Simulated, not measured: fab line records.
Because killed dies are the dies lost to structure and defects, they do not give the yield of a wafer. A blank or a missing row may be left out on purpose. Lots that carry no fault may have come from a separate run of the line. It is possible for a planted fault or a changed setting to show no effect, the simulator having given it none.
A struck lot beside a sound one + flow nand_harc + 13 out of 1302 route steps
Sound: wafers L386.1, L386.2, L386.5. Struck: wafer L391.4 (left out: L391.3, L391.6 of the same lot, which were not struck); the cause appears at the end.
For every step that has rows: the tool of each side, followed by ch and its chambers, followed by its first start. Under that, the readings that differ: sound wafers + struck wafers + difference of the means + sigmas: that difference in standard deviations of wafers without a fault.
alike: readings with means less than 2 such deviations apart, plus words and numbers identical on both sides. not compared: withheld readings, readings lacking a value on some wafer, bounds such as >300 that could conceal the same value, and numbers that have no deviation in the record and whose values overlap.
Wherever a step has rows on one side only, a row that says differs or no value, or a row with sigmas, the two part there. When numbers do not overlap yet have no deviation, they are printed without sigmas and do not part them. A reading missing from all wafers of one side parts the sides only when that side holds two or more wafers.

first, 1 step without rows for these wafers: NHARC_A_SLIT_SRD_20.
NHARC_A_SLIT_CD_MEAS_21:
  sound on cd_sem-03 at day 20 14:54; struck on cd_sem-03 at day 22 18:36
  alike: cd_nm
then, 3 steps without rows for these wafers: NHARC_A_SIN_REMOVE_WET_00 (chemistry H3PO4, time 15300 s); NHARC_A_SIN_REMOVE_PRECLEAN_01 (cleans in SC1); NHARC_A_SIN_REMOVE_SRD_02.
NHARC_A_SIN_REMOVE_INSPECT_04:
  sound on defect_inspect-02 at day 20 20:43; struck on defect_inspect-02 at day 23 01:14
  alike: raw_defect_count
NHARC_A_WL_FILL_ALD_00: deposits Al2O3, target thk 3 nm, pulse time 3 s, ald cycles 30.
  sound on ald_hk-02 ch 1,2,3, day 20 20:59; struck on ald_hk-02 ch 0, day 23 01:18
| reading                    | sound             | struck | difference | sigmas |
|----------------------------|-------------------|--------|------------|--------|
| precursor_pulse_height_rel | 0.982 0.977 0.995 | 1.035  | +0.050     | +2     |
  alike: heater_power_w
NHARC_A_WL_FILL_RTA_01: time 5 s.
  sound on rtp_anneal-01 ch 0, day 20 21:31; struck on rtp_anneal-02 ch 0, day 23 01:37
| reading             | sound          | struck | difference | sigmas |
|---------------------|----------------|--------|------------|--------|
| lamp_zone_4_pct (%) | 29.1 29.1 29.1 | 26.9   | -2.2       | -2     |
  alike: anneal_temp_c_max, lamp_power_pct, lamp_zone_2_pct, wafer_temp_C_max
NHARC_A_WL_FILL_ALD_02: deposits TiN, target thk 2 nm, pulse time 3 s, ald cycles 100.
  sound on ald_metal-03 ch 0,1,3, day 20 21:48; struck on ald_metal-02 ch 0, day 23 01:52
  alike: heater_power_w, precursor_pulse_height_rel
NHARC_A_WL_FILL_CVD_03: deposits W, target thk 40 nm, time 279 s.
  sound on cvd_w-01 ch 0,1, day 20 22:15; struck on cvd_w-02 ch 1, day 23 02:19
| reading             | sound             | struck | difference | sigmas |
|---------------------|-------------------|--------|------------|--------|
| heater_power_w (W)  | 463 430 473       | 600    | +145       | +2     |
| mfc_wf6_sccm (sccm) | 40.02 39.84 40.14 | 39.76  | -0.24      | -2     |
  alike: chamber_pressure_Torr, mfc_ar_sccm, throttle_valve_pct
NHARC_A_WL_FILL_ETCHBACK_04: etches the open film in NF3, target depth 60 nm, time 120 s.
  sound on rie_metal-03 ch 0,1, day 20 22:37; struck on rie_metal-03 ch 0, day 23 02:40
| reading               | sound             | struck | difference | sigmas      |
|-----------------------|-------------------|--------|------------|-------------|
| oes_product_au (a.u.) | 1.005 0.998 1.003 | 0.982  | -0.020     | -2          |
| run_length_s (s)      | 142.1 141.5 141.5 | 95.0   | -46.7      | -99 or more |
  alike: drypump_motor_current_A
  not compared: rf_hours_counter_h
NHARC_A_WL_FILL_ETCHBACK_05: etches the open film in Cl2/BCl3, target depth 22 nm, time 60 s.
  sound on rie_metal-03 ch 0,1, day 20 22:52; struck on rie_metal-03 ch 0, day 23 02:51
  alike: drypump_motor_current_A, oes_product_au, run_length_s, temp_c
  not compared: rf_hours_counter_h
-- record jumps: 4 days between struck wafers' starts before vs after; left off in module A_WL_FILL, resumes in module END, first step shown is number 1302 of the route --
NHARC_END_SORT_01:
  at this point the record logs the struck wafers (prober-02 ch 0, day 27 06:56) and has no rows for the sound ones

WHERE THEY PART
At NHARC_A_WL_FILL_ALD_00 first; at NHARC_END_SORT_01 last (within this record only).

WHY: whatever the simulator had introduced
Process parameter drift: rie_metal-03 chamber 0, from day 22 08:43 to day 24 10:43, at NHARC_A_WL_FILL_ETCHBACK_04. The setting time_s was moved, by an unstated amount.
